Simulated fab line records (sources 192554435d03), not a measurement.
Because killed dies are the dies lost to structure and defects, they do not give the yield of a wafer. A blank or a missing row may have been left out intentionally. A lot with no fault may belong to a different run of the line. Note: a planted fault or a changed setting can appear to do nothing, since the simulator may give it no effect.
fab line records	flow n5Finfet	part 1 of 2: steps 1 to 15 of 16
record: lots: 7	wafers: 21	lastDay: 18
route steps=1938 shown BEOL_M0_SAQP@688 BEOL_M0_CUTY@701 BEOL_M4@1111 PASSIVATION@1936
lots untouched by any fault: they come from a run of this same line in which no faults occurred
startH: the number of hours between the record's first day and the start of the first shown wafer of the lot	waitH: time in hours since the lot's previous step	" unchanged from the row above	L1.1+2: a row that stands for several wafers	- no value present, or no start provided	* or withheld: withheld	< > ~ a bound
route shown NAME@n: a module of which the file shows steps, and the number in the route of the first	usual: mean and standard deviation over wafers with no fault	same: alike in all rows	chamber/n: place in a boat	sites: each site's reading	_std_site: the standard deviation of these	_edge_site: outer sites' mean less inner sites'	radiusMm: how far each site lies from the wafer's centre	mask NAME#n: copy n	behind: the most recent tool/chamber to have shaped the wafer	hold: the reason the lot was held/the length of the hold in hours/how it ended	device: the n, p or np transistor that did not switch	end of line: the tests these same wafers got at the end of their route	a step given without rows: its recipe and nothing more	killed: count of dies lost to structure and defects at first sort (not the wafer's yield)	map: a wafer's dies, marking killed ones x, the rest . and places with no die _
set.NAME: the setting the step ran with; set.NAME@STEP: the setting that earlier step ran with	model.NAME: the simulator's own value behind a step, which no gauge read
a table for each step, a row for each wafer; lots at some steps of the route
services: when a tool's chamber went out of use (startH, in hours from the record's first day, below 0 if earlier), for how many hours, and the reason
== steps ==
step: N5_BEOL_M0_SAQP_DEVELOP_39
recipe: developTimeS: 30	developer: TMAH	resist: CAR-EUV	rinseLiquid: surfactantRinse	dry: airSpin	devTempC: 23
step: N5_BEOL_M0_SAQP_CD_MEAS_40
recipe: targetCdNm: 30	landingEnergyEv: 500	detector: seInlens
usual: cdNm: 30.0/0.3
same: landingEnergyEv: 500
lot.wafer	tool	chamber	startH	waitH	cdNm
L259.1	cdSem-03	0	142.90	-	30.4
L259.2	"	0	"	"	30.0
L259.4	"	0	"	"	30.0
L265.1	cdSem-03	0	187.65	-	29.7
L265.2	"	0	"	"	30.2
L265.6	"	0	"	"	29.7
L267.1	cdSem-03	0	193.38	-	29.9
L267.3	"	0	"	"	30.3
L267.4	"	0	"	"	30.1
L268.1	cdSem-02	0	195.36	-	29.9
L268.4	"	0	"	"	29.9
L268.5	"	0	"	"	29.7
L269.1	cdSem-01	0	206.46	-	30.1
L269.5	"	0	"	"	29.7
L269.6	"	0	"	"	30.4
L270.2	cdSem-02	0	208.67	-	29.2
L270.5	"	0	"	"	30.3
L270.6	"	0	"	"	29.3
L277.2	cdSem-03	0	250.85	-	29.6
L277.4	"	0	"	"	29.9
L277.5	"	0	"	"	29.8
step: N5_BEOL_M0_SAQP_OVL_MEAS_41
recipe: pointsPerWafer: 522
usual: M0_CUT1_OVL: 0.3/0.7
lot.wafer	tool	chamber	startH	waitH	M0_CUT1_OVL[nm]
L259.1	overlay-01	0	142.93	0.0	0.2
L259.2	"	0	"	"	1.1
L259.4	"	0	"	"	0.2
L265.1	overlay-02	0	187.68	0.0	-0.1
L265.2	"	0	"	"	0.7
L265.6	"	0	"	"	-0.2
L267.1	overlay-02	0	193.41	0.0	0.9
L267.3	"	0	"	"	-0.9
L267.4	"	0	"	"	0.5
L268.1	overlay-02	0	195.39	0.0	0.1
L268.4	"	0	"	"	1.1
L268.5	"	0	"	"	0.1
L269.1	overlay-02	0	206.49	0.0	1.0
L269.5	"	0	"	"	-0.5
L269.6	"	0	"	"	-0.1
L270.2	overlay-02	0	208.71	0.0	-0.2
L270.5	"	0	"	"	1.0
L270.6	"	0	"	"	-0.4
L277.2	overlay-02	0	250.88	0.0	-0.3
L277.4	"	0	"	"	0.3
L277.5	"	0	"	"	-0.1
step: N5_BEOL_M0_SAQP_INSPECT_42
recipe: mode: adi	inspectInstrument: brightfield
usual: rawDefectCount: 316/98
lot.wafer	tool	chamber	startH	waitH	rawDefectCount
L259.1	defectInspect-02	-	142.98	0.1	302
L259.2	"	-	"	"	215
L259.4	"	-	"	"	268
L265.1	defectInspect-02	-	187.74	0.1	326
L265.2	"	-	"	"	296
L265.6	"	-	"	"	247
L267.1	defectInspect-02	-	193.46	0.1	445
L267.3	"	-	"	"	375
L267.4	"	-	"	"	491
L268.1	defectInspect-01	-	195.45	0.1	351
L268.4	"	-	"	"	260
L268.5	"	-	"	"	303
L269.1	defectInspect-01	-	206.55	0.1	231
L269.5	"	-	"	"	291
L269.6	"	-	"	"	557
L270.2	defectInspect-01	-	208.76	0.0	323
L270.5	"	-	"	"	212
L270.6	"	-	"	"	202
L277.2	defectInspect-02	-	251.09	0.2	254
L277.4	"	-	"	"	226
L277.5	"	-	"	"	339
step: N5_BEOL_M0_SAQP_DESCUM_45
recipe: chemistry: O2	timeS: 7	sourcePowerW: 50	biasPowerW: 20	pressureMtorr: 20	rfFrequencyHz: 2.712e+07	tempC: 40	resist: CAR-EUV	o2FlowSccm: 225
usual: drypumpMotorCurrentA: 5.5/0.37	oesProductAu: 0.80/0.09	rfVppV: 244.1/1.2	showerheadPlenumPTorr: 2.14/0.061	throttleValvePct: 20.27/0.22
same: timeS: 7
lot.wafer	tool	chamber	startH	waitH	drypumpMotorCurrentA	oesProductAu	rfHoursCounterH	rfVppV	showerheadPlenumPTorr	throttleValvePct
L259.1	rieDiel-01	2	143.12	0.1	4.9	0.71	218	241.2	1.97	20.56
L259.2	"	1	"	"	6.0	0.74	166	242.8	2.09	20.59
L259.4	"	0	"	"	6.2	0.82	81	244.6	2.12	20.12
L265.1	rieDiel-01	0	187.78	0.0	6.3	0.80	90	242.7	2.12	20.14
L265.2	"	1	"	"	6.1	0.72	181	243.3	2.09	20.62
L265.6	"	1	"	"	6.0	0.73	-	243.2	2.09	20.61
L267.1	rieDiel-05	0	193.50	0.0	6.0	0.89	35	244.3	2.13	20.11
L267.3	"	3	"	"	5.8	0.72	215	242.9	2.15	20.15
L267.4	"	1	"	"	5.5	0.75	153	246.5	2.19	20.50
L268.1	rieDiel-05	0	195.48	0.0	5.9	0.89	36	243.8	2.13	20.11
L268.4	"	3	"	"	5.8	0.71	216	244.2	2.15	20.16
L268.5	"	0	"	"	6.0	0.89	-	244.5	2.13	20.09
L269.1	rieDiel-05	2	206.58	0.0	5.2	0.90	33	243.5	2.14	20.08
L269.5	"	3	"	"	5.7	0.70	-	243.3	2.15	20.17
L269.6	"	2	"	"	5.2	0.91	-	244.0	2.14	20.08
L270.2	rieDiel-06	3	208.79	0.0	5.5	0.69	233	242.9	2.15	20.56
L270.5	"	0	"	"	5.0	0.73	-	244.5	2.16	20.28
L270.6	"	1	"	"	5.6	0.85	-	244.2	2.19	20.05
L277.2	rieDiel-06	0	251.12	0.0	5.0	0.73	189	244.8	2.16	20.29
L277.4	"	1	"	"	5.6	0.84	63	245.2	2.19	20.05
L277.5	"	2	"	"	5.5	0.84	-	244.0	2.10	20.11
step: N5_BEOL_M0_SAQP_ETCH_88
recipe: chemistry: N2/H2	target: underlayer	targetDepthA: 65	timeS: 5.2	ionEnergyEv: 200	maskMaterial: CAR-EUV	pressureMtorr: 30	sourceW: 840	biasW: 150	n2FlowSccm: 200	h2FlowSccm: 200	ends: cleared
usual: drypumpMotorCurrentA: 5.5/0.37	etchRfOnTimeS: 5.16/0.17	oesProductAu: 0.68/0.078	rfVppV: 525.6/2.4	showerheadPlenumPTorr: 2.61/0.071	throttleValvePct: 17.73/0.22
lot.wafer	tool	chamber	startH	waitH	drypumpMotorCurrentA	etchRfOnTimeS	oesProductAu	rfHoursCounterH	rfVppV	showerheadPlenumPTorr	throttleValvePct
L259.1	rieDiel-01	2	143.15	0.0	4.9	5.10	0.61	218	520.9	2.42	18.24
L259.2	"	1	"	"	6.0	5.06	0.64	166	523.5	2.54	18.03
L259.4	"	0	"	"	6.2	5.04	0.72	81	524.3	2.56	17.49
L265.1	rieDiel-01	0	187.81	0.0	6.2	5.08	0.70	90	523.9	2.56	17.51
L265.2	"	1	"	"	6.1	5.19	0.63	181	523.1	2.53	18.08
L265.6	"	1	"	"	6.1	5.20	0.62	-	523.4	2.53	18.04
L267.1	rieDiel-05	0	193.53	0.0	5.9	5.06	0.76	35	525.5	2.59	17.47
L267.3	"	3	"	"	5.8	5.00	0.61	215	525.0	2.63	17.78
L267.4	"	1	"	"	5.5	5.09	0.64	153	527.5	2.63	17.70
L268.1	rieDiel-05	0	195.52	0.0	6.0	5.09	0.77	36	524.1	2.59	17.49
L268.4	"	3	"	"	5.7	4.96	0.62	216	525.1	2.63	17.78
L268.5	"	0	"	"	6.0	5.12	0.76	-	525.7	2.59	17.46
L269.1	rieDiel-05	2	206.62	0.0	5.2	5.17	0.77	33	526.5	2.59	17.38
L269.5	"	3	"	"	5.8	4.96	0.62	-	523.7	2.63	17.77
L269.6	"	2	"	"	5.1	5.17	0.76	-	525.3	2.59	17.39
L270.2	rieDiel-06	3	208.83	0.0	5.6	5.60	0.57	233	524.4	2.61	17.90
L270.5	"	0	"	"	5.0	5.15	0.62	-	525.0	2.65	17.81
L270.6	"	1	"	"	5.6	5.22	0.72	-	529.7	2.69	17.63
L277.2	rieDiel-06	0	251.16	0.0	5.0	5.13	0.62	189	527.5	2.64	17.84
L277.4	"	1	"	"	5.6	5.19	0.73	63	529.4	2.69	17.64
L277.5	"	2	"	"	5.5	5.15	0.73	-	523.0	2.58	17.64
step: N5_BEOL_M0_SAQP_ETCH_73
recipe: chemistry: CF4	target: SiARC	targetDepthA: 195	maskMaterial: CAR-EUV	timeS: 32.5	ionEnergyEv: 80	pressureMtorr: 40	sourceW: 545	biasW: 36	Ar_flow_sccm: 100	cf4FlowSccm: 100	ends: cleared
step: N5_BEOL_M0_SAQP_CUT_ETCH_46
recipe: chemistry: N2/H2	target: SOC	targetDepthA: 1350	overetchA: 270	tempC: 40	timeS: 202.5	ionEnergyEv: 200	maskMaterial: SiARC	pressureMtorr: 30	sourceW: 840	biasW: 150	n2FlowSccm: 200	h2FlowSccm: 200
usual: drypumpMotorCurrentA: 5.5/0.37	rfVppV: 525.7/2.1	showerheadPlenumPTorr: 2.61/0.071	throttleValvePct: 17.68/0.22
same: timeS: 202.5
lot.wafer	tool	chamber	startH	waitH	drypumpMotorCurrentA	rfHoursCounterH	rfVppV	showerheadPlenumPTorr	throttleValvePct
L259.1	rieDiel-01	2	143.20	0.0	4.9	218	519.0	2.42	18.18
L259.2	"	1	"	"	6.1	166	523.6	2.54	18.00
L259.4	"	0	"	"	6.2	81	524.4	2.56	17.45
L265.1	rieDiel-01	0	187.86	0.0	6.2	90	524.0	2.56	17.45
L265.2	"	1	"	"	6.0	181	523.6	2.53	18.03
L265.6	"	1	"	"	6.1	-	524.3	2.53	18.02
L267.1	rieDiel-05	0	193.58	0.0	6.0	35	525.6	2.59	17.42
L267.3	"	3	"	"	5.8	215	525.3	2.63	17.73
L267.4	"	1	"	"	5.5	153	528.3	2.63	17.65
L268.1	rieDiel-05	0	195.56	0.0	5.9	36	524.8	2.59	17.42
L268.4	"	3	"	"	5.8	216	525.5	2.63	17.72
L268.5	"	0	"	"	6.0	-	524.6	2.59	17.42
L269.1	rieDiel-05	2	206.67	0.0	5.2	33	525.4	2.59	17.32
L269.5	"	3	"	"	5.8	-	525.4	2.63	17.77
L269.6	"	2	"	"	5.2	-	525.3	2.59	17.33
L270.2	rieDiel-06	3	208.88	0.0	5.6	233	527.1	2.60	17.85
L270.5	"	0	"	"	5.0	-	525.8	2.65	17.77
L270.6	"	1	"	"	5.6	-	527.8	2.69	17.62
L277.2	rieDiel-06	0	251.21	0.0	5.0	189	526.1	2.64	17.79
L277.4	"	1	"	"	5.6	63	528.0	2.69	17.61
L277.5	"	2	"	"	5.5	-	526.0	2.58	17.60
step: N5_BEOL_M0_SAQP_STRIP_74
recipe: chemistry: N2/H2	tempC: 40	n2FlowSccm: 200	h2FlowSccm: 200	rfFrequencyHz: 6e+07
step: N5_BEOL_M0_SAQP_STRIP_89
recipe: chemistry: N2/H2	tempC: 40	n2FlowSccm: 200	h2FlowSccm: 200	rfFrequencyHz: 6e+07
step: N5_BEOL_M0_SAQP_ALD_48
recipe: material: SiO2	targetThkA: 200	tempC: 100	aldPrecursorFamily: BDEAS	aldCoReactant: O2-plasma	pulseTimeS: 1	coReactantPulseTimeS: 1	purgeTimeS: 2	coReactantPurgeTimeS: 2	aldCycles: 139	pressureTorr: 2
usual: heaterPowerOuterW: 41/5.4	heaterPowerW: 77/9.7	precursorPulseHeightRel: 0.997/0.022
lot.wafer	tool	chamber	startH	waitH	heaterPowerOuterW	heaterPowerW	precursorPulseHeightRel
L259.1	aldSin-01	0	143.87	0.5	38	71	0.987
L259.2	"	3	"	"	39	77	1.011
L259.4	"	1	"	"	35	65	1.020
L265.1	aldSin-01	3	189.39	1.4	41	78	1.009
L265.2	"	0	"	"	37	71	0.985
L265.6	"	1	"	"	35	63	1.026
L267.1	aldSin-02	0	193.78	0.0	36	64	0.995
L267.3	"	2	"	"	38	78	0.991
L267.4	"	3	"	"	48	86	1.009
L268.1	aldSin-01	3	195.77	0.0	40	76	1.006
L268.4	"	0	"	"	39	71	1.052
L268.5	"	0	"	"	38	71	0.969
L269.1	aldSin-04	1	206.87	0.0	45	84	1.006
L269.5	"	3	"	"	49	94	0.990
L269.6	"	2	"	"	37	70	0.995
L270.2	aldSin-04	0	209.08	0.0	38	79	0.996
L270.5	"	2	"	"	37	71	1.004
L270.6	"	3	"	"	47	96	0.988
L277.2	aldSin-01	0	252.45	1.1	39	72	0.996
L277.4	"	1	"	"	35	64	0.974
L277.5	"	3	"	"	42	76	0.968
step: N5_BEOL_M0_SAQP_ETCH_49
recipe: chemistry: CF4/O2	targetDepthA: 370	target: SiO2	pressureMtorr: 40	sourceW: 535	biasW: 49	Ar_flow_sccm: 100	cf4FlowSccm: 100	O2_flow_sccm: 10	ionEnergyEv: 100
usual: drypumpMotorCurrentA: 5.5/0.4	oesProductAu: 0.80/0.09	rfVppV: 243/5.3	showerheadPlenumPTorr: 2.25/0.058	throttleValvePct: 15.72/0.22
lot.wafer	tool	chamber	startH	waitH	drypumpMotorCurrentA	oesProductAu	rfHoursCounterH	rfVppV	showerheadPlenumPTorr	throttleValvePct
L259.1	rieDiel-01	3	144.42	0.3	5.1	0.97	9	254	2.33	15.56
L259.2	"	0	"	"	6.2	0.82	81	243	2.23	15.48
L259.4	"	2	"	"	4.9	0.71	219	237	2.09	16.08
L265.1	rieDiel-06	0	189.92	0.3	5.0	0.74	171	243	2.27	15.74
L265.2	"	1	"	"	5.6	0.86	47	241	2.33	15.61
L265.6	"	1	"	"	5.6	0.86	-	242	2.33	15.63
L267.1	rieDiel-05	3	194.31	0.3	5.7	0.70	216	243	2.26	15.71
L267.3	"	0	"	"	5.9	0.88	35	236	2.26	15.59
L267.4	"	2	"	"	5.2	0.91	28	249	2.25	15.43
L268.1	rieDiel-05	2	196.29	0.3	5.2	0.91	29	250	2.25	15.42
L268.4	"	1	"	"	5.5	0.75	153	249	2.28	15.83
L268.5	"	2	"	"	5.2	0.92	-	250	2.25	15.42
L269.1	rieDiel-06	0	207.39	0.3	5.0	0.73	176	242	2.27	15.74
L269.5	"	3	"	"	5.5	0.68	-	238	2.27	16.12
L269.6	"	0	"	"	5.0	0.73	-	243	2.27	15.76
L270.2	rieDiel-01	0	209.88	0.5	6.3	0.80	96	243	2.22	15.51
L270.5	"	2	"	"	4.9	0.69	-	236	2.09	16.13
L270.6	"	1	"	"	6.1	0.71	-	237	2.20	16.11
L277.2	rieDiel-06	2	252.98	0.3	5.5	0.84	70	245	2.23	15.65
L277.4	"	1	"	"	5.6	0.85	64	239	2.33	15.65
L277.5	"	1	"	"	5.6	0.84	-	239	2.33	15.65
step: N5_BEOL_M0_SAQP_STRIP_75
recipe: chemistry: CF4	resist: SiARC	powerW: 300	biasPowerW: 75	pressureMtorr: 50	cf4FlowSccm: 150	rfFrequencyHz: 6e+07
usual: biasPowerW: 75.01/0.23	cf4FlowSccm: 150.0/0.46	drypumpMotorCurrentA: 5.5/0.4	oesProductAu: 0.185/0.019	powerW: 299.9/0.92	rfVppV: 271.9/1.3	showerheadPlenumPTorr: 1.83/0.052	throttleValvePct: 13.46/0.23
lot.wafer	tool	chamber	startH	waitH	biasPowerW	cf4FlowSccm	drypumpMotorCurrentA	oesProductAu	powerW	rfHoursCounterH	rfVppV	showerheadPlenumPTorr	throttleValvePct
L259.1	rieDiel-01	3	144.52	0.1	75.22	150.4	5.1	0.215	300.0	9	274.1	1.91	13.30
L259.2	"	0	"	"	74.85	150.3	6.3	0.191	299.4	81	271.3	1.82	13.22
L259.4	"	2	"	"	75.12	150.1	4.9	0.166	300.1	219	269.1	1.69	13.79
L265.1	rieDiel-06	0	190.02	0.1	-	-	-	-	-	-	-	-	-
L265.2	"	1	"	"	-	-	-	-	-	-	-	-	-
L265.6	"	1	"	"	-	-	-	-	-	-	-	-	-
L267.1	rieDiel-05	3	194.41	0.1	-	-	-	-	-	-	-	-	-
L267.3	"	0	"	"	-	-	-	-	-	-	-	-	-
L267.4	"	2	"	"	-	-	-	-	-	-	-	-	-
L268.1	rieDiel-05	2	196.39	0.1	-	-	-	-	-	-	-	-	-
L268.4	"	1	"	"	-	-	-	-	-	-	-	-	-
L268.5	"	2	"	"	-	-	-	-	-	-	-	-	-
L269.1	rieDiel-06	0	207.49	0.1	75.19	149.8	5.0	0.166	300.6	176	272.4	1.85	13.53
L269.5	"	3	"	"	74.85	150.5	5.6	0.163	299.4	-	271.7	1.84	13.86
L269.6	"	0	"	"	75.06	149.5	5.0	0.164	299.6	-	273.0	1.85	13.52
L270.2	rieDiel-01	0	209.98	0.1	74.52	149.8	6.2	0.188	301.4	96	270.9	1.81	13.26
L270.5	"	2	"	"	75.01	150.6	4.8	0.162	301.2	-	268.9	1.68	13.84
L270.6	"	1	"	"	74.59	149.8	6.0	0.171	300.1	-	271.6	1.78	13.82
L277.2	rieDiel-06	2	253.08	0.1	74.80	150.5	5.5	0.192	298.2	70	270.5	1.82	13.37
L277.4	"	1	"	"	74.85	149.9	5.6	0.191	300.3	64	273.2	1.90	13.42
L277.5	"	1	"	"	75.12	150.4	5.6	0.192	299.7	-	273.1	1.90	13.39
step: N5_BEOL_M0_CUTY_COAT_50
recipe: resist: SiARC	tempC: 220	timeS: 60	spinRpm: 1500	resistThkNm: 15
step: N5_BEOL_M4_RC_MEAS_101
usual: DIBL_N: 36.1/1.9	DIBL_P: 36.4/2.5	IOFF_N: 0.16/0.036	IOFF_P: 0.22/0.038	ION_N: 672/11	ION_P: 462/8	SS_N: 71.6/0.68	SS_P: 73.3/0.77	VT_N: 250/3.3	VT_P: -250/3.6
lot.wafer	tool	chamber	startH	waitH	DIBL_N[mV/V]	DIBL_P[mV/V]	IOFF_N[nA/um]	IOFF_P[nA/um]	ION_N[uA/um]	ION_P[uA/um]	SS_N[mV/dec]	SS_P[mV/dec]	VT_N[mV]	VT_P[mV]
L259.1	prober-02	0	204.61	0.0	39.6	41.3	0.25	0.29	696	474	73.0	74.4	242	-247
L259.2	"	0	"	"	40.4	41.6	0.26	0.31	681	460	72.5	74.6	243	-248
L259.4	"	0	"	"	34.0	34.5	0.13	0.18	665	457	70.6	72.3	252	-251
L265.1	prober-02	0	277.60	0.0	37.2	37.8	0.20	0.25	675	460	72.4	74.3	251	-249
L265.2	"	0	"	"	35.6	35.9	0.17	0.22	675	464	71.5	73.6	249	-251
L265.6	"	0	"	"	37.0	37.5	0.19	0.25	680	463	71.8	73.6	248	-248
L267.1	prober-01	0	279.22	0.0	33.3	33.7	0.11	0.16	649	450	71.3	73.7	258	-255
L267.3	"	0	"	"	32.2	32.4	0.10	0.15	654	450	70.5	73.3	258	-257
L267.4	"	0	"	"	36.7	38.6	0.17	0.25	683	465	72.2	74.3	252	-249
L268.1	prober-02	0	287.73	0.0	35.5	37.2	0.15	0.20	669	461	71.8	73.7	252	-255
L268.4	"	0	"	"	36.8	38.2	0.18	0.22	685	461	71.5	73.6	249	-251
L268.5	"	0	"	"	35.7	37.4	0.16	0.21	670	465	71.7	73.1	251	-252
L269.1	prober-01	0	287.96	0.0	35.1	32.7	0.13	0.21	666	466	71.3	73.1	254	-244
L269.5	"	0	"	"	36.2	34.2	0.15	0.24	675	471	71.0	73.6	252	-244
L269.6	"	0	"	"	35.4	32.6	0.13	0.22	657	462	70.7	72.6	252	-245
L270.2	prober-02	0	289.67	0.2	37.2	39.0	0.19	0.25	678	464	72.0	74.2	247	-249
L270.5	"	0	"	"	37.1	39.2	0.18	0.24	684	460	73.0	73.6	249	-249
L270.6	"	0	"	"	36.5	37.0	0.18	0.22	683	456	71.4	73.5	246	-251
L277.2	prober-01	0	328.78	0.2	38.0	38.6	0.17	0.20	676	460	71.4	73.6	248	-253
L277.4	"	0	"	"	36.5	35.6	0.14	0.16	666	445	71.5	72.8	254	-256
L277.5	"	0	"	"	36.4	35.6	0.14	0.17	661	453	71.3	72.4	253	-256
== key ==
firstSign: step: N5_BEOL_M0_SAQP_STRIP_75	reading: toolRecord	direction: missing
effect none on later readings
metAt N5_BEOL_M0_SAQP_STRIP_75
struckWafers L265.1,L265.2,L265.6,L267.1,L267.3,L267.4,L268.1,L268.4,L268.5
fault: kind: skippedStepWhole	tool: rieDiel-05,rieDiel-06	chamber: -	onsetH: 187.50	steps: N5_BEOL_M0_SAQP_STRIP_75	scope: struckLotsOnly
